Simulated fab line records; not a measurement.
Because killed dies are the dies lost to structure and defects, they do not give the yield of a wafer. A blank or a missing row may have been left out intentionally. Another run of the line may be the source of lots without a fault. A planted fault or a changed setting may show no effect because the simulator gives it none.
Matching of chambers | flow n5-finfet | rie-diel-06 running N5_BEOL_M11_STRIP_19: 4 sister chambers
The step strips in O2. 4 wafers are shown with their chamber, then 7 later ones without.

EACH WAFER AND ITS CHAMBER
wafer  | chamber | showerhead-plenum-p-Torr (Torr)
L080.1 | 0       | 2.04
L081.5 | 3       | 2.21
L082.1 | 1       | 2.10
L082.4 | 2       | 2.05

WAFERS WITH NO CHAMBER GIVEN
wafer  | showerhead-plenum-p-Torr (Torr)
L082.5 | 2.21
L085.2 | 2.20
L085.4 | 2.10
L085.6 | 2.05
L089.3 | 2.10
L089.4 | 2.03
L089.5 | 2.20

THE CHAMBER EACH PASSED THROUGH
wafer  | from the rows above     | in truth
L082.5 | 3                       | 3
L085.2 | 3                       | 3
L085.4 | 1                       | 1
L085.6 | can't be placed: 2 or 0 | 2
L089.3 | 1                       | 1
L089.4 | can't be placed: 0 or 2 | 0
L089.5 | 3                       | 3
Correct placement for 5 of the 7. Cannot be placed on the basis of these rows: 2; the candidates contain the true chamber in 2. Number placed wrongly: 0.
How it was worked out, from the rows above alone: a wafer's distance from a chamber is the root of the sum, over the readings, of the square of ((its reading less the chamber's mean) divided by the reading's scatter). If the next closest chamber is less than 2 further off than the closest, the wafer can't be placed; otherwise it belongs to the closest. The mean given for a chamber averages the wafers shown for that chamber. The scatter: with one shown wafer a chamber, the root of the mean of the squares of how far each hidden wafer lies from its nearest shown one.
